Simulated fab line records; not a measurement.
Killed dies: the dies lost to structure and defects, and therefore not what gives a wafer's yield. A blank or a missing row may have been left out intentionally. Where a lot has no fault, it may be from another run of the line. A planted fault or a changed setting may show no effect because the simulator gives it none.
fab line records	flow n5_finfet
[record] lots = 7	wafers = 21	last_day = 19
route steps=1938 shown BEOL_M9@1446
lots that met no fault: from a run of the same line without faults
start_h: hours from the record's opening day to when the first of the lot's shown wafers began	wait_h: time in hours since the lot's previous step	" identical to the entry in the row above	L1.1+2: a single row standing in for several wafers	- either no value or no given start	* or withheld: withheld	< > ~ a bound
route shown NAME@n: a module of which the file shows steps, and the number in the route of the first	usual: mean and standard deviation over wafers with no fault	same: alike in all rows	chamber/n: place in a boat	sites: each site's reading	_std_site: how widely they spread, as a standard deviation	_edge_site: outer sites' mean less inner sites'	radius_mm: how far each site lies from the wafer's centre	mask NAME#n: copy n	behind: tool/chamber where the wafer was last shaped	hold: reason for holding the lot/hours on hold/outcome of the hold	device: transistor that didn't switch, given as n, p or np	end of line: tests of these same wafers at the route's end	a step with no rows: only its recipe	killed: dies lost to structure and defects at the first sort, not the wafer's yield	map: a wafer's dies, x killed, . not, _ none there
set.NAME: the setting the step ran with; set.NAME@STEP: the setting that earlier step ran with	model.NAME: the simulator's own value behind a step, which no gauge read
lots at selected steps of the route; one table per step, one row per wafer
services: from which hour (start_h, from the record's first day; less than 0 if before it) a tool's chamber was out of use, for how many hours, and why
[[steps]]
[step N5_BEOL_M9_TRENCH_ETCH_37]
[recipe] chemistry = C4F6/O2	target_depth_a = 1514.3	target = SiCOH_lowk	time_s = 49	ion_energy_ev = 250	pressure_mtorr = 30	source_w = 345	bias_w = 185	Ar_flow_sccm = 300	C4F6_flow_sccm = 10	O2_flow_sccm = 10
[usual] drypump_motor_current_A = 5.7/0.35	oes_ar_750_au = 0.75/0.076	oes_product_au = 0.75/0.08	rf_fwd_power_W = 341.5/1.5	rf_vpp_V = 667/11	showerhead_plenum_p_Torr = 2.85/0.09	throttle_valve_pct = 21.16/0.19
lot.wafer	tool	chamber	start_h	wait_h	drypump_motor_current_A	oes_ar_750_au	oes_product_au	rf_fwd_power_W	rf_hours_counter_h	rf_vpp_V	showerhead_plenum_p_Torr	throttle_valve_pct
L669.1	rie_diel-03	0	-	-	5.4	0.73	0.74	341.4	190	674	2.84	21.10
L669.4	"	2	"	"	5.3	0.75	0.75	338.0	160	662	2.83	21.21
L669.6	"	1	"	"	5.9	0.91	0.94	339.5	-	688	3.01	20.97
L674.3	rie_diel-01	2	-	-	5.5	0.73	0.71	342.0	199	664	2.91	21.22
L674.4	"	0	"	"	5.8	0.70	0.68	340.7	221	663	2.83	21.26
L674.5	"	1	"	"	6.1	0.72	0.71	341.9	-	667	2.82	21.26
L677.1	rie_diel-01	0	-	-	5.7	0.70	0.69	341.1	222	664	2.83	21.29
L677.4	"	1	"	"	6.1	0.72	0.71	343.4	216	668	2.82	21.25
L677.6	"	0	"	"	5.7	0.70	0.69	341.1	-	663	2.83	21.28
L679.1	rie_diel-01	3	-	-	6.5	0.70	0.71	342.4	217	671	2.69	20.98
L679.4	"	0	"	"	5.8	0.70	0.69	341.7	222	664	2.83	21.27
L679.5	"	0	"	"	5.7	0.70	0.69	342.2	-	662	2.83	21.28
L686.1	rie_diel-01	0	-	-	5.7	0.69	0.68	341.9	242	663	2.82	21.32
L686.2	"	2	"	"	5.5	0.70	0.69	339.8	232	663	2.89	21.30
L686.3	"	1	"	"	6.1	0.70	0.70	340.3	245	666	2.81	21.29
L688.4	rie_diel-02	2	-	-	5.7	0.99	0.99	342.0	0	643	2.81	20.98
L688.5	"	3	"	"	5.1	0.84	0.84	339.9	-	682	3.02	21.25
L688.6	"	2	"	"	5.7	1.01	1.00	343.1	-	644	2.81	20.97
L690.1	rie_diel-01	2	-	-	5.5	0.69	0.69	343.4	239	663	2.89	21.30
L690.2	"	0	"	"	5.7	0.68	0.68	341.6	250	661	2.82	21.33
L690.4	"	3	"	"	6.4	0.69	0.70	341.9	-	674	2.69	21.00
[step N5_BEOL_M9_ETCH_41]
[recipe] chemistry = CH3F/O2	target = SiCN	target_depth_a = 366	taper_deg = 2	time_s = 70.1	ion_energy_ev = 120	mask_material = TiN	pressure_mtorr = 30	source_w = 395	bias_w = 75	Ar_flow_sccm = 150	CH3F_flow_sccm = 30	O2_flow_sccm = 20
[usual] drypump_motor_current_A = 5.7/0.35	oes_product_au = 0.75/0.08	rf_fwd_power_W = 392.0/1.5	rf_vpp_V = 297.4/1.7	showerhead_plenum_p_Torr = 2.00/0.066	throttle_valve_pct = 16.56/0.19
lot.wafer	tool	chamber	start_h	wait_h	drypump_motor_current_A	oes_product_au	rf_fwd_power_W	rf_hours_counter_h	rf_vpp_V	showerhead_plenum_p_Torr	throttle_valve_pct
L669.1	rie_diel-03	0	-	-	5.4	0.74	393.2	190	297.9	2.00	16.49
L669.4	"	2	"	"	5.3	0.74	390.0	160	299.2	1.99	16.61
L669.6	"	1	"	"	5.9	0.93	390.7	-	299.6	2.12	16.30
L674.3	rie_diel-01	2	-	-	5.5	0.71	391.2	199	298.6	2.05	16.68
L674.4	"	0	"	"	5.7	0.68	390.8	221	297.1	1.99	16.66
L674.5	"	1	"	"	6.0	0.72	392.6	-	295.7	1.98	16.66
L677.1	rie_diel-01	0	-	-	5.7	0.69	392.9	222	297.4	1.99	16.67
L677.4	"	1	"	"	6.1	0.71	390.0	216	296.8	1.98	16.66
L677.6	"	0	"	"	5.7	0.70	391.6	-	295.6	1.99	16.66
L679.1	rie_diel-01	3	-	-	6.5	0.71	392.1	217	294.8	1.89	16.44
L679.4	"	0	"	"	5.8	0.69	391.6	222	296.9	1.99	16.67
L679.5	"	0	"	"	5.7	0.69	393.3	-	296.3	1.99	16.67
L686.1	rie_diel-01	0	-	-	5.8	0.68	392.6	242	295.6	1.98	16.70
L686.2	"	2	"	"	5.5	0.69	393.4	232	298.0	2.04	16.73
L686.3	"	1	"	"	6.0	0.70	391.5	245	297.5	1.97	16.69
L688.4	rie_diel-02	2	-	-	5.6	1.00	393.4	0	294.7	1.97	16.27
L688.5	"	3	"	"	5.0	0.85	390.1	-	299.9	2.13	16.54
L688.6	"	2	"	"	5.6	0.99	393.2	-	294.4	1.97	16.26
L690.1	rie_diel-01	2	-	-	5.5	0.68	391.5	239	297.7	2.03	16.76
L690.2	"	0	"	"	5.7	0.68	391.6	250	296.2	1.98	16.70
L690.4	"	3	"	"	6.5	0.70	391.3	-	294.7	1.88	16.46
[step N5_BEOL_M9_STRIP_80]
[recipe] chemistry = N2/H2	time_s = 10	power_w = 450	temp_c = 40	pressure_mtorr = 20	rf_frequency_hz = 6e+07	bias_power_w = 7	n2_flow_sccm = 200	h2_flow_sccm = 200
[usual] drypump_motor_current_A = 5.7/0.35	oes_product_au = 0.75/0.079	rf_vpp_V = 59.2/0.95	showerhead_plenum_p_Torr = 2.55/0.081	throttle_valve_pct = 23.93/0.22
lot.wafer	tool	chamber	start_h	wait_h	drypump_motor_current_A	oes_product_au	rf_hours_counter_h	rf_vpp_V	showerhead_plenum_p_Torr	throttle_valve_pct
L669.1	rie_diel-03	0	-	-	5.4	0.74	190	59.6	2.54	24.05
L669.4	"	2	"	"	5.3	0.74	160	57.3	2.52	23.73
L669.6	"	1	"	"	5.9	0.91	-	60.3	2.70	23.89
L674.3	rie_diel-01	2	-	-	5.5	0.70	199	59.3	2.63	23.87
L674.4	"	0	"	"	5.8	0.69	221	59.4	2.52	24.04
L674.5	"	1	"	"	6.1	0.72	-	60.1	2.51	24.14
L677.1	rie_diel-01	0	-	-	5.8	0.69	222	59.1	2.52	24.05
L677.4	"	1	"	"	6.0	0.72	216	58.7	2.51	24.13
L677.6	"	0	"	"	5.8	0.69	-	59.8	2.52	24.03
L679.1	rie_diel-01	3	-	-	6.5	0.71	217	57.8	2.41	23.97
L679.4	"	0	"	"	5.7	0.70	222	59.8	2.52	24.06
L679.5	"	0	"	"	5.7	0.69	-	57.5	2.52	24.05
L686.1	rie_diel-01	0	-	-	5.8	0.68	242	58.9	2.51	24.09
L686.2	"	2	"	"	5.5	0.68	232	59.5	2.62	23.91
L686.3	"	1	"	"	6.0	0.69	245	58.2	2.50	24.17
L688.4	rie_diel-02	2	-	-	5.7	1.00	0	57.5	2.49	23.66
L688.5	"	3	"	"	5.1	0.85	-	59.2	2.67	23.67
L688.6	"	2	"	"	5.7	0.99	-	59.4	2.49	23.63
L690.1	rie_diel-01	2	-	-	5.5	0.68	239	59.3	2.61	23.92
L690.2	"	0	"	"	5.8	0.68	250	58.9	2.51	24.07
L690.4	"	3	"	"	6.4	0.70	-	58.1	2.41	23.98
[step N5_BEOL_M9_OCD_MEAS_38]
[usual] trench_depth_nm = 151.7/2.7
lot.wafer	tool	chamber	start_h	wait_h	trench_depth_nm
L669.1	ocd-01	-	225.57	-	153.8
L669.4	"	-	"	"	152.5
L669.6	"	-	"	"	158.1
L674.3	ocd-02	-	292.75	-	150.6
L674.4	"	-	"	"	149.3
L674.5	"	-	"	"	147.3
L677.1	ocd-01	-	293.76	-	150.1
L677.4	"	-	"	"	147.8
L677.6	"	-	"	"	149.9
L679.1	ocd-02	-	296.91	-	154.4
L679.4	"	-	"	"	150.5
L679.5	"	-	"	"	149.4
L686.1	ocd-02	-	366.78	-	150.6
L686.2	"	-	"	"	151.6
L686.3	"	-	"	"	151.0
L688.4	ocd-02	-	385.03	-	156.2
L688.5	"	-	"	"	152.1
L688.6	"	-	"	"	156.4
L690.1	ocd-01	-	387.17	-	151.4
L690.2	"	-	"	"	149.7
L690.4	"	-	"	"	154.0
[step N5_BEOL_M9_HM_STRIP_39]
[recipe] chemistry = peroxide_tin_strip	material = TiN	target_depth_a = 250	temp_c = 50	time_s = 158
[step N5_BEOL_M9_SRD_40]
[recipe] time_s = 30	temp_c = 23	rinse_liquid = diw	dry = ipa_marangoni
[step N5_BEOL_M9_PRECLEAN_42]
[recipe] chemistry = residue_remover	time_s = 60	temp_c = 40
[step N5_BEOL_M9_SRD_43]
[recipe] time_s = 30	temp_c = 23	rinse_liquid = diw	dry = ipa_marangoni
[step N5_BEOL_M9_CD_MEAS_35]
[recipe] target_cd_nm = 70	target_cd_y_nm = 40	polarity = opening
[usual] cd_nm = 70.1/0.68
lot.wafer	tool	chamber	start_h	wait_h	cd_nm
L669.1	cd_sem-03	-	225.73	0.0	69.3
L669.4	"	-	"	"	70.5
L669.6	"	-	"	"	70.3
L674.3	cd_sem-02	-	292.91	0.0	69.8
L674.4	"	-	"	"	70.0
L674.5	"	-	"	"	69.4
L677.1	cd_sem-02	-	293.91	0.0	69.4
L677.4	"	-	"	"	70.0
L677.6	"	-	"	"	69.8
L679.1	cd_sem-02	-	297.07	0.0	69.3
L679.4	"	-	"	"	69.8
L679.5	"	-	"	"	70.1
L686.1	cd_sem-03	-	366.93	0.0	70.0
L686.2	"	-	"	"	68.7
L686.3	"	-	"	"	70.2
L688.4	cd_sem-02	-	385.19	0.0	70.7
L688.5	"	-	"	"	70.5
L688.6	"	-	"	"	69.4
L690.1	cd_sem-02	-	387.33	0.0	71.4
L690.2	"	-	"	"	70.7
L690.4	"	-	"	"	71.7
[step N5_BEOL_M9_CURE_72]
[recipe] temp_c = 370	time_s = 120	ambient = DMADMS/He	material = SiCOH_lowk
[usual] lamp_power_pct = 52.30/0.06	wafer_temp_C_max = 371.9/0.55
lot.wafer	tool	chamber	start_h	wait_h	lamp_power_pct	wafer_temp_C_max
L669.1	uv_cure-03	0	225.77	0.0	52.27	371.3
L669.4	"	0	"	"	52.27	371.4
L669.6	"	0	"	"	52.39	371.3
L674.3	uv_cure-02	1	293.04	0.1	52.48	371.7
L674.4	"	1	"	"	52.26	372.0
L674.5	"	1	"	"	52.32	371.6
L677.1	uv_cure-02	1	293.95	0.0	52.29	372.0
L677.4	"	1	"	"	52.31	371.6
L677.6	"	1	"	"	52.34	371.9
L679.1	uv_cure-01	0	297.11	0.0	52.30	371.9
L679.4	"	0	"	"	52.44	371.8
L679.5	"	0	"	"	52.21	371.9
L686.1	uv_cure-03	0	366.97	0.0	52.30	371.4
L686.2	"	0	"	"	52.36	370.6
L686.3	"	0	"	"	52.22	370.9
L688.4	uv_cure-03	2	385.37	0.2	52.27	371.5
L688.5	"	2	"	"	52.38	371.7
L688.6	"	2	"	"	52.33	372.1
L690.1	uv_cure-03	2	387.37	0.0	52.27	371.2
L690.2	"	2	"	"	52.28	370.9
L690.4	"	2	"	"	52.30	371.7
[step N5_BEOL_M9_DEGAS_44]
[recipe] ambient = vacuum	temp_c = 250	time_s = 60
[step N5_BEOL_M9_PRE_CLEAN_45]
[recipe] gas = H2/He	time_s = 30	temp_c = 250
[usual] heater_power_w = 333/48
lot.wafer	tool	chamber	start_h	wait_h	heater_power_w
L669.1	pvd_sputter-03	-	226.13	0.0	307
L669.4	"	-	"	"	381
L669.6	"	-	"	"	340
L674.3	pvd_sputter-03	-	293.98	0.0	384
L674.4	"	-	"	"	300
L674.5	"	-	"	"	330
L677.1	pvd_sputter-02	-	294.33	0.0	407
L677.4	"	-	"	"	361
L677.6	"	-	"	"	339
L679.1	pvd_sputter-01	-	298.15	0.0	369
L679.4	"	-	"	"	217
L679.5	"	-	"	"	356
L686.1	pvd_sputter-03	-	369.13	0.0	295
L686.2	"	-	"	"	375
L686.3	"	-	"	"	302
L688.4	pvd_sputter-01	-	386.46	0.0	345
L688.5	"	-	"	"	348
L688.6	"	-	"	"	224
L690.1	pvd_sputter-01	-	389.47	0.0	365
L690.2	"	-	"	"	352
L690.4	"	-	"	"	223
[step N5_BEOL_M9_ALD_74]
[recipe] material = TaN	target_thk_a = 20	temp_c = 275	ald_precursor_family = PDMAT	ald_co_reactant = NH3	pressure_torr = 3	carrier_flow_sccm = 1500	pulse_time_s = 2	purge_time_s = 3	co_reactant_purge_time_s = 2	co_reactant_pulse_time_s = 3	ald_cycles = 40	precursor_vessel_temp_c = 75	precursor_vessel_pressure_torr = 26.25	precursor_vessel_carrier_sccm = 1000
[usual] ald_cycles = 40/0	heater_power_w = 417/44
[same] purge_time_s = 3
lot.wafer	tool	chamber	start_h	wait_h	ald_cycles	heater_power_w	model.TaN_of_BEOL_M9_ALD_74.thk_nm
L669.1	ald_metal-03	3	226.22	0.1	40	432	2
L669.4	"	1	"	"	40	424	2
L669.6	"	2	"	"	40	379	2
L674.3	ald_metal-01	2	294.04	0.0	40	514	2
L674.4	"	2	"	"	40	513	2
L674.5	"	1	"	"	54	359	2.6
L677.1	ald_metal-01	2	294.41	0.1	40	507	2
L677.4	"	3	"	"	40	416	2
L677.6	"	1	"	"	54	359	2.6
L679.1	ald_metal-01	1	298.23	0.1	40	353	2
L679.4	"	1	"	"	40	365	2
L679.5	"	2	"	"	54	508	2.8
L686.1	ald_metal-03	2	369.20	0.0	40	373	2
L686.2	"	1	"	"	40	422	2
L686.3	"	3	"	"	40	421	2
L688.4	ald_metal-01	2	386.52	0.0	40	501	2
L688.5	"	3	"	"	40	425	2
L688.6	"	0	"	"	40	426	2
L690.1	ald_metal-04	3	389.76	0.3	40	434	2
L690.2	"	1	"	"	40	317	2
L690.4	"	0	"	"	40	399	2
[step N5_BEOL_M9_SURFACE_TREAT_79]
[recipe] gas = Ar	time_s = *	ion_energy_ev = *	ion_current_ma_cm2 = 0.5	pressure_mtorr = *	ar_flow_sccm = 30
[[services]]
tool	chamber	start_h	hours	kind
ald_metal-01	2	209.68	14.3	repair
uv_cure-03	-	224.02	0.2	repair
uv_cure-01	-	224.39	3.7	repair
ald_metal-03	1	233.92	3.8	repair
rie_diel-03	-	238.74	15.6	pm
rie_diel-02	-	241.28	5.4	repair
uv_cure-03	-	254.35	7.5	pm
pvd_sputter-03	-	256.81	10.5	repair
rie_diel-03	0	260.05	1.3	repair
ald_metal-03	1	267.26	1.5	repair
uv_cure-02	-	274.02	7.5	pm
ald_metal-04	-	277.25	0.8	repair
uv_cure-01	-	298.48	0.3	repair
rie_diel-03	-	329.81	14.6	pm
rie_diel-01	-	333.19	2.8	pm
ald_metal-04	-	337.25	14.0	pm
ald_metal-03	-	343.44	8.7	pm
ald_metal-01	-	367.65	14.6	pm
rie_diel-01	1	381.97	-	clean
rie_diel-01	1	381.97	-	consumable_replace:focus_ring
rie_diel-01	1	381.97	14.6	scheduled_down
uv_cure-01	-	384.23	2.1	pm
uv_cure-02	-	387.73	0.5	repair
uv_cure-02	-	388.71	0.6	repair
[[key]]
[first_sign] step = N5_BEOL_M9_ALD_74	reading = ald_cycles	direction = up	sigmas = 99+	usual = *	struck = *
effect none on later readings
[model_effect] step = N5_BEOL_M9_ALD_74	value = TaN_of_BEOL_M9_ALD_74.thk_nm	without = 2	struck = 2.667
met_at N5_BEOL_M9_ALD_74
struck_wafers L674.5,L677.6,L679.5
[fault] kind = process_parameter_drift	tool = ald_metal-01	chamber = -	onset_h = 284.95	steps = N5_BEOL_M9_ALD_74	channel = ald_cycles	offset = *	shape = step	end_h = 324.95	scope = struck_wafers_only	acts_in = *	stated = *
